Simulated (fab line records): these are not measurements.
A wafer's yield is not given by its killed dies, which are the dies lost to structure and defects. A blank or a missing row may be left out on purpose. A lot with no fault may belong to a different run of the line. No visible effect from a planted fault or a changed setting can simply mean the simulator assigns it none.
Which of the tools did it? / flow nand harc / Sampling: 24 lots, 72 wafers, 4 of 1302 route steps

WHAT THE GAUGES SHOWED, per wafer
NHARC_A_ONON_D2_THK_MEAS_27: measures by ellipsometry. Usual: thk nm at 1003 nm, with a standard deviation of 12.
lot=L075; measured=day 13 16:50; on=film metro-01; thk nm (nm)=997 996 996; flag=
lot=L074; measured=day 13 16:41; on=film metro-01; thk nm (nm)=1008 1009 1008; flag=
lot=L077; measured=day 13 16:42; on=film metro-01; thk nm (nm)=990 990 991; flag=
lot=L076; measured=day 13 17:03; on=film metro-01; thk nm (nm)=1026 1028 1028; flag=
lot=L078; measured=day 14 20:26; on=film metro-01; thk nm (nm)=1002 1003 1003; flag=
lot=L079; measured=day 14 20:25; on=film metro-02; thk nm (nm)=988 985 984; flag=
lot=L081; measured=day 15 16:37; on=film metro-02; thk nm (nm)=1006 1005 1005; flag=
lot=L080; measured=day 15 16:38; on=film metro-01; thk nm (nm)=1006 1005 1005; flag=
lot=L082; measured=day 16 10:20; on=film metro-02; thk nm (nm)=996 998 998; flag=
lot=L083; measured=day 16 10:20; on=film metro-01; thk nm (nm)=991 992 990; flag=
lot=L084; measured=day 17 04:04; on=film metro-01; thk nm (nm)=981 980 981; flag=
lot=L086; measured=day 17 15:16; on=film metro-01; thk nm (nm)=1008 1007 1008; flag=
lot=L085; measured=day 17 15:16; on=film metro-02; thk nm (nm)=1009 1010 1008; flag=
lot=L087; measured=day 18 18:08; on=film metro-01; thk nm (nm)=1016 1015 1016; flag=
lot=L088; measured=day 18 18:07; on=film metro-01; thk nm (nm)=1006 1007 1008; flag=
lot=L089; measured=day 18 18:07; on=film metro-02; thk nm (nm)=999 996 998; flag=
lot=L090; measured=day 19 15:11; on=film metro-02; thk nm (nm)=1027 1028 1028; flag=
lot=L091; measured=day 19 15:13; on=film metro-01; thk nm (nm)=1006 1005 1008; flag=
lot=L092; measured=day 20 04:49; on=film metro-02; thk nm (nm)=1001 999 1000; flag=
lot=L093; measured=day 20 18:37; on=film metro-01; thk nm (nm)=1009 1008 1007; flag=
lot=L094; measured=day 21 02:07; on=film metro-01; thk nm (nm)=996 995 997; flag=
lot=L096; measured=day 21 23:32; on=film metro-02; thk nm (nm)=979 979 979; flag=
lot=L097; measured=day 22 06:04; on=film metro-02; thk nm (nm)=1012 1009 1012; flag=
lot=L095; measured=day 22 06:04; on=film metro-01; thk nm (nm)=1004 1005 1005; flag=

NHARC_A_CHANNEL_HOLE_D2_CD_MEAS_18. Usual: cd nm at 98 nm, with a standard deviation of 3.5.
lot=L075; measured=day 14 01:51; on=cd sem-03; cd nm (nm)=107 95 98; flag=
lot=L074; measured=day 13 23:36; on=cd sem-02; cd nm (nm)=99 97 104; flag=
lot=L077; measured=day 14 00:02; on=cd sem-02; cd nm (nm)=97 95 96; flag=
lot=L076; measured=day 14 04:01; on=cd sem-03; cd nm (nm)=96 95 109; flag=
lot=L078; measured=day 15 01:32; on=cd sem-02; cd nm (nm)=89 96 95; flag=
lot=L079; measured=day 15 01:41; on=cd sem-01; cd nm (nm)=96 103 100; flag=
lot=L081; measured=day 15 21:58; on=cd sem-02; cd nm (nm)=97 103 96; flag=
lot=L080; measured=day 15 21:54; on=cd sem-01; cd nm (nm)=96 105 93; flag=
lot=L082; measured=day 16 15:59; on=cd sem-01; cd nm (nm)=100 97 93; flag=
lot=L083; measured=day 16 15:19; on=cd sem-03; cd nm (nm)=98 92 96; flag=
lot=L084; measured=day 17 12:59; on=cd sem-02; cd nm (nm)=96 100 98; flag=
lot=L086; measured=day 17 21:32; on=cd sem-02; cd nm (nm)=100 100 98; flag=
lot=L085; measured=day 17 21:42; on=cd sem-01; cd nm (nm)=98 103 102; flag=
lot=L087; measured=day 19 02:52; on=cd sem-01; cd nm (nm)=91 97 96; flag=
lot=L088; measured=day 19 02:20; on=cd sem-03; cd nm (nm)=95 98 99; flag=
lot=L089; measured=day 19 04:04; on=cd sem-02; cd nm (nm)=94 103 103; flag=
lot=L090; measured=day 19 22:13; on=cd sem-02; cd nm (nm)=101 100 99; flag=
lot=L091; measured=day 20 00:20; on=cd sem-01; cd nm (nm)=100 101 94; flag=
lot=L092; measured=day 20 09:56; on=cd sem-02; cd nm (nm)=95 102 100; flag=
lot=L093; measured=day 20 23:44; on=cd sem-03; cd nm (nm)=96 100 99; flag=
lot=L094; measured=day 21 09:44; on=cd sem-03; cd nm (nm)=95 95 93; flag=
lot=L096; measured=day 22 05:02; on=cd sem-01; cd nm (nm)=95 101 99; flag=
lot=L097; measured=day 22 13:47; on=cd sem-01; cd nm (nm)=95 100 99; flag=
lot=L095; measured=day 22 11:53; on=cd sem-01; cd nm (nm)=100 99 99; flag=

WHAT TOOL EACH LOT RAN ON (gives the tool, then ch and the chambers of the sampled wafers, and finally the start)
lot=L075; NHARC_A_DECK1_JOINT_CMP_13=cmp-04 ch 0,1, day 11 20:54; NHARC_A_CHANNEL_HOLE_D2_ETCH_34=rie diel-08 ch 0,2, day 14 01:51 or earlier
lot=L074; NHARC_A_DECK1_JOINT_CMP_13=cmp-03 ch 1,2, day 12 00:42; NHARC_A_CHANNEL_HOLE_D2_ETCH_34=rie diel-08 ch 0,1,2, day 13 23:36 or earlier
lot=L077; NHARC_A_DECK1_JOINT_CMP_13=cmp-02 ch 0,2, day 12 03:16; NHARC_A_CHANNEL_HOLE_D2_ETCH_34=rie diel-12 ch 0,1,3, day 14 00:02 or earlier
lot=L076; NHARC_A_DECK1_JOINT_CMP_13=cmp-03 ch 1,2,3, day 12 03:16; NHARC_A_CHANNEL_HOLE_D2_ETCH_34=rie diel-08 ch 1,2,3, day 14 04:01 or earlier
lot=L078; NHARC_A_DECK1_JOINT_CMP_13=cmp-02 ch 0,1,2, day 13 01:55; NHARC_A_CHANNEL_HOLE_D2_ETCH_34=rie diel-02 ch 0,1,3, day 15 01:32 or earlier
lot=L079; NHARC_A_DECK1_JOINT_CMP_13=cmp-04 ch 0,1,3, day 13 10:36; NHARC_A_CHANNEL_HOLE_D2_ETCH_34=rie diel-12 ch 1,2,3, day 15 01:41 or earlier
lot=L081; NHARC_A_DECK1_JOINT_CMP_13=cmp-04 ch 1,2,3, day 14 04:38; NHARC_A_CHANNEL_HOLE_D2_ETCH_34=rie diel-08 ch 1,2, day 15 21:58 or earlier
lot=L080; NHARC_A_DECK1_JOINT_CMP_13=cmp-03 ch 1,2,3, day 14 04:38; NHARC_A_CHANNEL_HOLE_D2_ETCH_34=rie diel-02 ch 1,2,3, day 15 21:54 or earlier
lot=L082; NHARC_A_DECK1_JOINT_CMP_13=cmp-02 ch 1,2,3, day 14 16:47; NHARC_A_CHANNEL_HOLE_D2_ETCH_34=rie diel-12 ch 0,2, day 16 15:59 or earlier
lot=L083; NHARC_A_DECK1_JOINT_CMP_13=cmp-04 ch 0,1, day 15 01:53; NHARC_A_CHANNEL_HOLE_D2_ETCH_34=rie diel-02 ch 1,2, day 16 15:19 or earlier
lot=L084; NHARC_A_DECK1_JOINT_CMP_13=cmp-04 ch 0,1, day 15 13:46; NHARC_A_CHANNEL_HOLE_D2_ETCH_34=rie diel-08 ch 0,3, day 17 12:59 or earlier
lot=L086; NHARC_A_DECK1_JOINT_CMP_13=cmp-04 ch 0,2,3, day 15 20:28; NHARC_A_CHANNEL_HOLE_D2_ETCH_34=rie diel-12 ch 1,3, day 17 21:32 or earlier
lot=L085; NHARC_A_DECK1_JOINT_CMP_13=cmp-03 ch 0,3, day 15 20:28; NHARC_A_CHANNEL_HOLE_D2_ETCH_34=rie diel-08 ch 0,1, day 17 21:42 or earlier
lot=L087; NHARC_A_DECK1_JOINT_CMP_13=cmp-03 ch 1,2, day 17 01:18; NHARC_A_CHANNEL_HOLE_D2_ETCH_34=rie diel-08 ch 0,1,2, day 19 02:52 or earlier
lot=L088; NHARC_A_DECK1_JOINT_CMP_13=cmp-02 ch 1,2, day 17 07:40; NHARC_A_CHANNEL_HOLE_D2_ETCH_34=rie diel-12 ch 2,3, day 19 02:20 or earlier
lot=L089; NHARC_A_DECK1_JOINT_CMP_13=cmp-03 ch 1,2,3, day 17 07:40; NHARC_A_CHANNEL_HOLE_D2_ETCH_34=rie diel-02 ch 1,2,3, day 19 04:04 or earlier
lot=L090; NHARC_A_DECK1_JOINT_CMP_13=cmp-02 ch 1,3, day 18 05:23; NHARC_A_CHANNEL_HOLE_D2_ETCH_34=rie diel-02 ch 2,3, day 19 22:13 or earlier
lot=L091; NHARC_A_DECK1_JOINT_CMP_13=cmp-03 ch 0,1,2, day 18 05:23; NHARC_A_CHANNEL_HOLE_D2_ETCH_34=rie diel-12 ch 0,2,3, day 20 00:20 or earlier
lot=L092; NHARC_A_DECK1_JOINT_CMP_13=cmp-03 ch 0,1,2, day 18 18:59; NHARC_A_CHANNEL_HOLE_D2_ETCH_34=rie diel-08 ch 1,2, day 20 09:56 or earlier
lot=L093; NHARC_A_DECK1_JOINT_CMP_13=cmp-03 ch 1,2,3, day 19 04:21; NHARC_A_CHANNEL_HOLE_D2_ETCH_34=rie diel-08 ch 0,2,3, day 20 23:44 or earlier
lot=L094; NHARC_A_DECK1_JOINT_CMP_13=cmp-02 ch 0,3, day 19 14:35; NHARC_A_CHANNEL_HOLE_D2_ETCH_34=rie diel-12 ch 0,1,3, day 21 09:44 or earlier
lot=L096; NHARC_A_DECK1_JOINT_CMP_13=cmp-03 ch 0,2,3, day 20 10:40; NHARC_A_CHANNEL_HOLE_D2_ETCH_34=rie diel-12 ch 0,1,2, day 22 05:02 or earlier
lot=L097; NHARC_A_DECK1_JOINT_CMP_13=cmp-02 ch 0,1,2, day 20 20:08; NHARC_A_CHANNEL_HOLE_D2_ETCH_34=rie diel-08 ch 0,1,3, day 22 13:47 or earlier
lot=L095; NHARC_A_DECK1_JOINT_CMP_13=cmp-04 ch 0,1,3, day 20 20:10; NHARC_A_CHANNEL_HOLE_D2_ETCH_34=rie diel-08 ch 0,1,3, day 22 11:53 or earlier
- NHARC_A_DECK1_JOINT_CMP_13: polishes, target thk 51.023 nm.
- NHARC_A_CHANNEL_HOLE_D2_ETCH_34: etches the open film in CF4/CHF3, target depth 154 nm, time 77 s.

WHAT THE TOOLS THEMSELVES READ (means of the sampled wafers that have a number; where no wafer has one, the mark that the record gives instead)
NHARC_A_DECK1_JOINT_CMP_13. Usual: motor current A 12.9 A, standard deviation 0.99; time to endpoint s 10 s, standard deviation 3.3.
lot=L075; tool=cmp-04; motor current A (A)=11.8; time to endpoint s (s)=10; flag=
lot=L074; tool=cmp-03; motor current A (A)=13.7; time to endpoint s (s)=8; flag=
lot=L077; tool=cmp-02; motor current A (A)=13.6; time to endpoint s (s)=10; flag=
lot=L076; tool=cmp-03; motor current A (A)=13.0; time to endpoint s (s)=7; flag=
lot=L078; tool=cmp-02; motor current A (A)=13.2; time to endpoint s (s)=15; flag=
lot=L079; tool=cmp-04; motor current A (A)=12.3; time to endpoint s (s)=10; flag=
lot=L081; tool=cmp-04; motor current A (A)=12.9; time to endpoint s (s)=10; flag=
lot=L080; tool=cmp-03; motor current A (A)=12.7; time to endpoint s (s)=9; flag=
lot=L082; tool=cmp-02; motor current A (A)=12.6; time to endpoint s (s)=15; flag=
lot=L083; tool=cmp-04; motor current A (A)=11.7; time to endpoint s (s)=9; flag=
lot=L084; tool=cmp-04; motor current A (A)=11.8; time to endpoint s (s)=8; flag=
lot=L086; tool=cmp-04; motor current A (A)=12.1; time to endpoint s (s)=10; flag=
lot=L085; tool=cmp-03; motor current A (A)=12.3; time to endpoint s (s)=6; flag=
lot=L087; tool=cmp-03; motor current A (A)=13.5; time to endpoint s (s)=7; flag=
lot=L088; tool=cmp-02; motor current A (A)=12.5; time to endpoint s (s)=12; flag=
lot=L089; tool=cmp-03; motor current A (A)=13.2; time to endpoint s (s)=8; flag=
lot=L090; tool=cmp-02; motor current A (A)=12.3; time to endpoint s (s)=12; flag=
lot=L091; tool=cmp-03; motor current A (A)=13.6; time to endpoint s (s)=9; flag=
lot=L092; tool=cmp-03; motor current A (A)=13.6; time to endpoint s (s)=10; flag=
lot=L093; tool=cmp-03; motor current A (A)=12.8; time to endpoint s (s)=9; flag=
lot=L094; tool=cmp-02; motor current A (A)=13.7; time to endpoint s (s)=8; flag=
lot=L096; tool=cmp-03; motor current A (A)=12.5; time to endpoint s (s)=6; flag=
lot=L097; tool=cmp-02; motor current A (A)=13.4; time to endpoint s (s)=14; flag=
lot=L095; tool=cmp-04; motor current A (A)=12.3; time to endpoint s (s)=9; flag=

NHARC_A_CHANNEL_HOLE_D2_ETCH_34. Usual: drypump motor current A 6.0 A, standard deviation 0.49; oes product au 0.959 a.u., standard deviation 0.022; rf fwd power W 496.0 W, standard deviation 1.8; rf vpp V 370.8 V, standard deviation 2.2; showerhead plenum p Torr 1.58 Torr, standard deviation 0.061; throttle valve pct 16.801 %, standard deviation 0.0097.
lot=L075; tool=rie diel-08; drypump motor current A (A)=6.1; oes product au (a.u.)=0.959; rf fwd power W (W)=496.7; rf vpp V (V)=370.1; showerhead plenum p Torr (Torr)=1.57; throttle valve pct (%)=16.810; flag=
lot=L074; tool=rie diel-08; drypump motor current A (A)=6.1; oes product au (a.u.)=0.973; rf fwd power W (W)=497.1; rf vpp V (V)=371.2; showerhead plenum p Torr (Torr)=1.58; throttle valve pct (%)=16.806; flag=
lot=L077; tool=rie diel-12; drypump motor current A (A)=6.0; oes product au (a.u.)=0.962; rf fwd power W (W)=495.1; rf vpp V (V)=370.3; showerhead plenum p Torr (Torr)=1.58; throttle valve pct (%)=16.807; flag=
lot=L076; tool=rie diel-08; drypump motor current A (A)=6.3; oes product au (a.u.)=0.965; rf fwd power W (W)=497.0; rf vpp V (V)=370.9; showerhead plenum p Torr (Torr)=1.59; throttle valve pct (%)=16.805; flag=
lot=L078; tool=rie diel-02; drypump motor current A (A)=5.2; oes product au (a.u.)=0.959; rf fwd power W (W)=496.8; rf vpp V (V)=369.6; showerhead plenum p Torr (Torr)=1.56; throttle valve pct (%)=16.803; flag=
lot=L079; tool=rie diel-12; drypump motor current A (A)=5.9; oes product au (a.u.)=0.976; rf fwd power W (W)=497.6; rf vpp V (V)=371.1; showerhead plenum p Torr (Torr)=1.58; throttle valve pct (%)=16.791; flag=
lot=L081; tool=rie diel-08; drypump motor current A (A)=6.2; oes product au (a.u.)=0.956; rf fwd power W (W)=495.6; rf vpp V (V)=372.7; showerhead plenum p Torr (Torr)=1.62; throttle valve pct (%)=16.803; flag=
lot=L080; tool=rie diel-02; drypump motor current A (A)=5.1; oes product au (a.u.)=0.956; rf fwd power W (W)=496.2; rf vpp V (V)=368.7; showerhead plenum p Torr (Torr)=1.51; throttle valve pct (%)=16.797; flag=
lot=L082; tool=rie diel-12; drypump motor current A (A)=6.5; oes product au (a.u.)=0.981; rf fwd power W (W)=494.5; rf vpp V (V)=374.4; showerhead plenum p Torr (Torr)=1.65; throttle valve pct (%)=16.794; flag=
lot=L083; tool=rie diel-02; drypump motor current A (A)=5.4; oes product au (a.u.)=0.922; rf fwd power W (W)=495.5; rf vpp V (V)=369.4; showerhead plenum p Torr (Torr)=1.53; throttle valve pct (%)=16.801; flag=
lot=L084; tool=rie diel-08; drypump motor current A (A)=6.3; oes product au (a.u.)=0.977; rf fwd power W (W)=495.1; rf vpp V (V)=368.6; showerhead plenum p Torr (Torr)=1.53; throttle valve pct (%)=16.798; flag=
lot=L086; tool=rie diel-12; drypump motor current A (A)=5.7; oes product au (a.u.)=0.950; rf fwd power W (W)=494.7; rf vpp V (V)=370.2; showerhead plenum p Torr (Torr)=1.55; throttle valve pct (%)=16.804; flag=
lot=L085; tool=rie diel-08; drypump motor current A (A)=6.2; oes product au (a.u.)=0.961; rf fwd power W (W)=496.5; rf vpp V (V)=371.6; showerhead plenum p Torr (Torr)=1.60; throttle valve pct (%)=16.806; flag=
lot=L087; tool=rie diel-08; drypump motor current A (A)=6.1; oes product au (a.u.)=0.943; rf fwd power W (W)=496.3; rf vpp V (V)=370.9; showerhead plenum p Torr (Torr)=1.58; throttle valve pct (%)=16.789; flag=
lot=L088; tool=rie diel-12; drypump motor current A (A)=6.0; oes product au (a.u.)=0.969; rf fwd power W (W)=493.5; rf vpp V (V)=372.8; showerhead plenum p Torr (Torr)=1.63; throttle valve pct (%)=16.792; flag=
lot=L089; tool=rie diel-02; drypump motor current A (A)=5.1; oes product au (a.u.)=0.964; rf fwd power W (W)=496.1; rf vpp V (V)=368.9; showerhead plenum p Torr (Torr)=1.51; throttle valve pct (%)=16.812; flag=
lot=L090; tool=rie diel-02; drypump motor current A (A)=5.5; oes product au (a.u.)=0.929; rf fwd power W (W)=493.9; rf vpp V (V)=369.2; showerhead plenum p Torr (Torr)=1.52; throttle valve pct (%)=16.797; flag=
lot=L091; tool=rie diel-12; drypump motor current A (A)=6.2; oes product au (a.u.)=0.970; rf fwd power W (W)=493.6; rf vpp V (V)=372.4; showerhead plenum p Torr (Torr)=1.63; throttle valve pct (%)=16.811; flag=
lot=L092; tool=rie diel-08; drypump motor current A (A)=6.2; oes product au (a.u.)=0.945; rf fwd power W (W)=495.9; rf vpp V (V)=372.8; showerhead plenum p Torr (Torr)=1.62; throttle valve pct (%)=16.796; flag=
lot=L093; tool=rie diel-08; drypump motor current A (A)=6.2; oes product au (a.u.)=0.952; rf fwd power W (W)=496.3; rf vpp V (V)=369.6; showerhead plenum p Torr (Torr)=1.55; throttle valve pct (%)=16.800; flag=
lot=L094; tool=rie diel-12; drypump motor current A (A)=6.0; oes product au (a.u.)=0.961; rf fwd power W (W)=495.5; rf vpp V (V)=370.4; showerhead plenum p Torr (Torr)=1.58; throttle valve pct (%)=16.795; flag=
lot=L096; tool=rie diel-12; drypump motor current A (A)=6.2; oes product au (a.u.)=0.935; rf fwd power W (W)=495.7; rf vpp V (V)=372.1; showerhead plenum p Torr (Torr)=1.61; throttle valve pct (%)=16.796; flag=
lot=L097; tool=rie diel-08; drypump motor current A (A)=6.3; oes product au (a.u.)=0.984; rf fwd power W (W)=497.7; rf vpp V (V)=370.6; showerhead plenum p Torr (Torr)=1.56; throttle valve pct (%)=16.801; flag=
lot=L095; tool=rie diel-08; drypump motor current A (A)=6.2; oes product au (a.u.)=0.984; rf fwd power W (W)=496.0; rf vpp V (V)=370.3; showerhead plenum p Torr (Torr)=1.56; throttle valve pct (%)=16.804; flag=

THE ANSWER, worked out from the rows above alone
Rule: a lot is off if the mean of its wafers that have a number lies more than 3 standard deviations from the usual mean. Also off: a lot with no number at a reading for which 4 or more lots have one. The other lots that the step has rows for count as sound. First the gauges in route order, then the tools' own readings, where a lot's mean is used as printed above. At the first step where some lot is off, the reading lying furthest off is the one used; lots without a number count as furthest.
None of the lots is off at any reading shown; this tells nothing.

WHAT THE SIMULATOR PUT IN
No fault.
